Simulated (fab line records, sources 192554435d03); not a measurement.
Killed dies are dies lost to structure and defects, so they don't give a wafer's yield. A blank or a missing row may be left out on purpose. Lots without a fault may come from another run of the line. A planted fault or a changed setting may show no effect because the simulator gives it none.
Chamber matching | flow n5_finfet | N5_PMOS_HMC_CHANNEL_EPI_ETCH_38 on rie_si-02: 4 sister chambers
The step etches SiO2 in CF4, target depth 1.5 nm. 8 wafers are shown with their chamber, then 11 later ones without.

WAFERS WITH THEIR CHAMBER
wafer  | chamber | throttle_valve_pct (%) | drypump_motor_current_A (A)
L082.2 | 1       | 22.09                  | 5.7
L085.4 | 0       | 22.56                  | 5.4
L086.1 | 2       | 21.63                  | 5.9
L086.2 | 1       | 22.09                  | 5.7
L086.4 | 0       | 22.54                  | 5.4
L086.5 | 3       | 21.47                  | 5.4
L086.6 | 2       | 21.64                  | 5.9
L089.1 | 3       | 21.46                  | 5.3

WAFERS WITHOUT THEIR CHAMBER
wafer  | throttle_valve_pct (%) | drypump_motor_current_A (A)
L089.4 | 22.10                  | 5.7
L089.6 | 21.63                  | 5.9
L094.1 | 21.48                  | 5.3
L094.2 | 21.62                  | 5.9
L094.3 | 22.55                  | 5.4
L094.4 | 22.09                  | 5.7
L094.5 | 22.55                  | 5.4
L094.6 | 21.48                  | 5.4
L097.3 | 21.49                  | 5.3
L097.5 | 21.63                  | 5.9
L097.6 | 21.47                  | 5.3

WHICH CHAMBER EACH WENT THROUGH
wafer  | from the rows above | in truth
L089.4 | 1                   | 1
L089.6 | 2                   | 2
L094.1 | 3                   | 3
L094.2 | 2                   | 2
L094.3 | 0                   | 0
L094.4 | 1                   | 1
L094.5 | 0                   | 0
L094.6 | 3                   | 3
L097.3 | 3                   | 3
L097.5 | 2                   | 2
L097.6 | 3                   | 3
Placed correctly: 11 of 11. Can't be placed from these rows: 0. Placed wrongly: 0.
How it was worked out, from the rows above alone: a wafer's distance from a chamber is the root of the sum, over the readings, of the square of ((its reading less the chamber's mean) divided by the reading's scatter). The wafer belongs to the nearest chamber; if the next one is less than 2 further off, it can't be placed. A chamber's mean is the mean of its shown wafers. The scatter: the root of (the sum of the squares of (reading less its chamber's mean) over the shown wafers, divided by (wafers less chambers)).
